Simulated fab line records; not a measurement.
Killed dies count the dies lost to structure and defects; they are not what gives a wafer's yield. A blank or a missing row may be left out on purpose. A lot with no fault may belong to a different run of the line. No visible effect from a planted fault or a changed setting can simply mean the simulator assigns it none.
A struck lot beside a sound one || flow n5 finfet || 16 out of 1938 route steps
Sound: these wafers, L234.1, L234.2, L234.5. Struck: wafer L246.6 (left out: L246.1, L246.3 of the same lot, which were not struck); the cause appears at the end.
Order at every step that has rows: each side's tool, ch and its chambers, its first start. Under that, the readings that differ: sound wafers || struck wafers || difference of the means || sigmas: that difference in standard deviations of wafers without a fault.
alike: words and numbers the same on both sides, and readings whose means are apart by under 2 such deviations; not compared: readings that were withheld, readings missing a value for some wafer, numbers with overlapping values and no deviation given by the record, and bounds like >300 which may hide the same value.
The two part at a step that has a row with sigmas, a row that says differs or no value, or rows on one side only. Numbers that don't overlap but have no deviation are shown without sigmas and don't part them. Lack of a reading on every wafer of one side parts them only where that side has two or more wafers.

first, 8 steps without rows for these wafers: N5_SD_EPI_P_COAT_34 (time 60 s, resist thk 350 nm); N5_SD_EPI_P_COAT_35 (time 60 s, resist thk 35 nm); N5_SD_EPI_P_COAT_03 (resist thk 150 nm); N5_SD_EPI_P_EBR_05; N5_SD_EPI_P_SOFTBAKE_04 (time 60 s); N5_SD_EPI_P_EXPOSE_06 (exposes mask SD P BLK, target cd 240 nm); N5_SD_EPI_P_PEB_07 (peb time 60 s); N5_SD_EPI_P_DEVELOP_08 (develop time 30 s).
N5_SD_EPI_P_CD_MEAS_09 targets a cd of 240 nm.
  sound on cd sem-01 ch 0, day 5 19:53; struck on cd sem-02 ch 0, day 8 20:43
  alike: cd nm
N5_SD_EPI_P_OVL_MEAS_10:
  sound on overlay-01 ch 0, day 5 19:55; struck on overlay-02 ch 0, day 8 20:45
  alike: SD_P_BLK_OVL
N5_SD_EPI_P_INSPECT_11: inspects for defects (macro).
  struck on defect inspect-01, day 8 20:47; sound on defect inspect-01, day 5 19:56
  alike: raw defect count
N5_SD_EPI_P_DESCUM_14: chemistry O2, time 7.9 s.
  sound on rie diel-03 ch 2,3, day 5 19:58; struck on rie diel-03 ch 2, day 8 20:53
  alike: drypump motor current A, o2 flow sccm, oes product au, rf fwd power W, rf vpp V, showerhead plenum p Torr, temp c, throttle valve pct
  not compared: rf hours counter h
N5_SD_EPI_P_ETCH_36: etches SiARC in CF4, target depth 45.5 nm, time 75.8 s.
  sound on rie diel-03 ch 2,3, day 5 20:00; struck on rie diel-03 ch 2, day 8 20:55
{"reading": "etch rf on time s (s)", "sound": "75.9 73.9 74.7", "struck": 51.4, "difference": -23.4, "sigmas": -21}
{"reading": "oes product au (a.u.)", "sound": "0.65 0.66 0.66", "struck": 0.81, "difference": "+0.15", "sigmas": "+3"}
{"reading": "rf vpp V (V)", "sound": "182.4 183.7 184.9", "struck": 181.0, "difference": -2.7, "sigmas": -2}
  alike: cf4 flow sccm, drypump motor current A, rf fwd power W, showerhead plenum p Torr, throttle valve pct
  not compared: rf hours counter h
N5_SD_EPI_P_ETCH_37: etches SOC in N2/H2, overetch 108 nm, time 486 s.
  sound on rie diel-03 ch 2,3, day 5 20:04; struck on rie diel-03 ch 2, day 8 20:59
{"reading": "rf fwd power W (W)", "sound": "3000 3019 3026", "struck": 2988, "difference": -27, "sigmas": -3}
  alike: drypump motor current A, oes product au, rf vpp V, showerhead plenum p Torr, temp c, throttle valve pct
  not compared: rf hours counter h
-- the record jumps here: 5 days lie between the struck wafers' starts before and after (it left off in module SD_EPI_P and takes up again in module BEOL_M4, whose first step shown is number 1111 of the route) --
N5_BEOL_M4_RC_MEAS_101:
  sound on prober-01 ch 0, day 10 14:25; struck on prober-02 ch 0, day 13 12:28
  alike: DIBL_N, DIBL_P, IOFF_N, IOFF_P, ION_N, ION_P, SS_N, SS_P, VT_N, VT_P
N5_PASSIVATION_PROBE_49:
  sound wafers here have rows in the record (prober-02, day 14 19:35); struck ones have none

WHERE THEY PART
Last at N5_PASSIVATION_PROBE_49 as far as this record goes, first at N5_SD_EPI_P_ETCH_36.

WHY: what had been put in by the simulator
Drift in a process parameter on rie diel-03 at N5_SD_EPI_P_ETCH_36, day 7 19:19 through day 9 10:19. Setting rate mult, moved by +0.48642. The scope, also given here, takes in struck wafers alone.
